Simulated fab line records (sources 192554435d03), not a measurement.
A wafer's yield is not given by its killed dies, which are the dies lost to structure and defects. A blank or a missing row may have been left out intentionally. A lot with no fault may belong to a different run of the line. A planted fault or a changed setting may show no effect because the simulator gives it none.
A single fault, viewed from 2 desks + flow n5-finfet + numbers are kept per desk, each desk with only its own; the story behind them comes last

## THE METROLOGY DESK
What the gauges read, lot by lot, whatever tool the lot ran on: means of the sampled wafers that have a number. Any lot whose mean is over 4 standard deviations away from the usual mean is out of limits and marked OUT; that distance is given in the brackets. Readings shown: 7 of its 11, picked as those furthest out on some lot.
Columns: A = DIBL_N at N5_BEOL_M4_RC_MEAS_101, usual 37.2 mV/V; B = ION_N at N5_BEOL_M4_RC_MEAS_101, usual 678 uA/um; C = ION_P at N5_BEOL_M4_RC_MEAS_101, usual 462 uA/um; D = SS_N at N5_BEOL_M4_RC_MEAS_101, usual 71.8 mV/dec; E = SS_P at N5_BEOL_M4_RC_MEAS_101, usual 73.5 mV/dec; F = VT_N at N5_BEOL_M4_RC_MEAS_101, usual 249 mV; G = VT_P at N5_BEOL_M4_RC_MEAS_101, usual -250 mV
| lot  | first seen here | A    | B   | C   | D    | E    | F   | G    |
|------|-----------------|------|-----|-----|------|------|-----|------|
| L394 | day 5 05:09     | 40.2 | 676 | 457 | 71.7 | 74.1 | 245 | -252 |
| L395 | day 5 15:03     | 37.8 | 677 | 464 | 72.2 | 73.2 | 248 | -247 |
| L397 | day 5 21:10     | 36.6 | 680 | 466 | 71.9 | 73.6 | 248 | -249 |
| L401 | day 6 21:52     | 36.4 | 684 | 468 | 71.0 | 72.6 | 252 | -250 |
| L402 | day 7 01:55     | 38.4 | 685 | 460 | 71.7 | 73.5 | 246 | -250 |
| L407 | day 8 08:25     | 37.2 | 678 | 462 | 71.7 | 73.5 | 250 | -250 |
| L411 | day 9 06:52     | 37.5 | 675 | 461 | 72.1 | 73.6 | 248 | -250 |
| L412 | day 9 19:45     | 36.8 | 680 | 464 | 72.0 | 73.5 | 248 | -248 |
| L413 | day 9 21:32     | 36.9 | 686 | 462 | 72.0 | 73.5 | 247 | -250 |
| L414 | day 10 05:24    | 36.7 | 665 | 453 | 72.2 | 73.9 | 251 | -254 |
This desk's verdict: no lot among the 10 shows anything out of limits.

## AT THE TOOL OWNER'S DESK: ald-sin-01
The tool's own readings at N5_MOL_CONTACT_COAG_ALD_27 (deposits SiOC, target thk 17 nm, pulse time 1.5 s, time 2720 s): means of the sampled wafers that have a number, for each lot that ran on this tool. Any lot whose mean is over 4 standard deviations away from the usual mean is out of limits and marked OUT; that distance is given in the brackets.
Columns: A = heater-power-w at N5_MOL_CONTACT_COAG_ALD_27, usual 864 W; B = precursor-pulse-height-rel at N5_MOL_CONTACT_COAG_ALD_27, usual 1.000; C = run-length-s at N5_MOL_CONTACT_COAG_ALD_27, usual 2770.0 s
| lot  | first seen here | A   | B     | C                        |
|------|-----------------|-----|-------|--------------------------|
| L394 | day 5 14:43     | 929 | 0.996 | 2769.4                   |
| L401 | day 7 03:58     | 965 | 0.992 | 2769.9                   |
| L407 | day 8 15:37     | 907 | 0.987 | 2316.4 (-99 or more) OUT |
| L412 | day 10 01:23    | 949 | 1.019 | 2429.6 (-99 or more) OUT |
This desk's verdict: out of limits on L407, L412, starting with L407 at day 8 15:37 (run-length-s at N5_MOL_CONTACT_COAG_ALD_27). L394, L401 stayed within limits.

## TAKEN TOGETHER
An alarm could have come from the tool owner's desk at day 8 15:37, on L407, L412.
At the metrology desk, nothing out of limits was observed.
The metrology desk has L407, L412 on record, within its limits.
The lots listed all ran N5_MOL_CONTACT_COAG_ALD_27 on ald-sin-01.

## WHAT THE SIMULATOR HAD PUT IN
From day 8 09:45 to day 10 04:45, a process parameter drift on ald-sin-01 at N5_MOL_CONTACT_COAG_ALD_27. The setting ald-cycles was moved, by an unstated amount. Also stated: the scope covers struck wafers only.
Shown lots that were struck: L407, L412.
Time in hours from fault onset to the first out-of-limits reading at each desk: the tool owner's desk, 6.
